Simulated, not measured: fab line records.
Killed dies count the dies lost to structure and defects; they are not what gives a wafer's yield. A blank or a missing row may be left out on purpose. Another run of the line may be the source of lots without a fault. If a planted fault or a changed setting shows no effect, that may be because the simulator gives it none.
Chamber matching :: flow n5 finfet :: 4 sister chambers for N5_SPACER0_ALD_08 on ald sin-04
The step deposits SiNx, target thk 2 nm. 4 wafers are shown with their chamber, then 7 later ones without.

WAFERS PAIRED WITH THEIR CHAMBERS
wafer: L086.2
chamber: 1
heater power w (W): 948

wafer: L086.6
chamber: 0
heater power w (W): 1009

wafer: L088.1
chamber: 3
heater power w (W): 716

wafer: L088.3
chamber: 2
heater power w (W): 949

WAFERS WITHOUT THEIR CHAMBER
wafer: L088.5
heater power w (W): 710

wafer: L089.1
heater power w (W): 972

wafer: L089.5
heater power w (W): 946

wafer: L089.6
heater power w (W): 983

wafer: L094.1
heater power w (W): 952

wafer: L094.4
heater power w (W): 718

wafer: L094.5
heater power w (W): 980

THE CHAMBER EACH PASSED THROUGH
wafer: L088.5
from the rows above: 3
in truth: 3

wafer: L089.1
from the rows above: can't be placed: 2 or 1 or 0
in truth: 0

wafer: L089.5
from the rows above: can't be placed: 1 or 2
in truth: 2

wafer: L089.6
from the rows above: can't be placed: 0 or 2 or 1
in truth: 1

wafer: L094.1
from the rows above: can't be placed: 2 or 1
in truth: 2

wafer: L094.4
from the rows above: 3
in truth: 3

wafer: L094.5
from the rows above: can't be placed: 0 or 2 or 1
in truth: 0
Correct placement for 2 of the 7. These rows do not allow placing 5 (true chamber among the candidates in 5). 0 placed wrongly.
How it was worked out, from the rows above alone: a wafer's distance from a chamber is the root of the sum, over the readings, of the square of ((its reading less the chamber's mean) divided by the reading's scatter). If the next closest chamber is less than 2 further off than the closest, the wafer can't be placed; otherwise it belongs to the closest. A chamber's mean is the mean of its shown wafers. The scatter (one wafer shown for each chamber): square how far every hidden wafer sits from the nearest shown wafer, average those squares and take the square root.
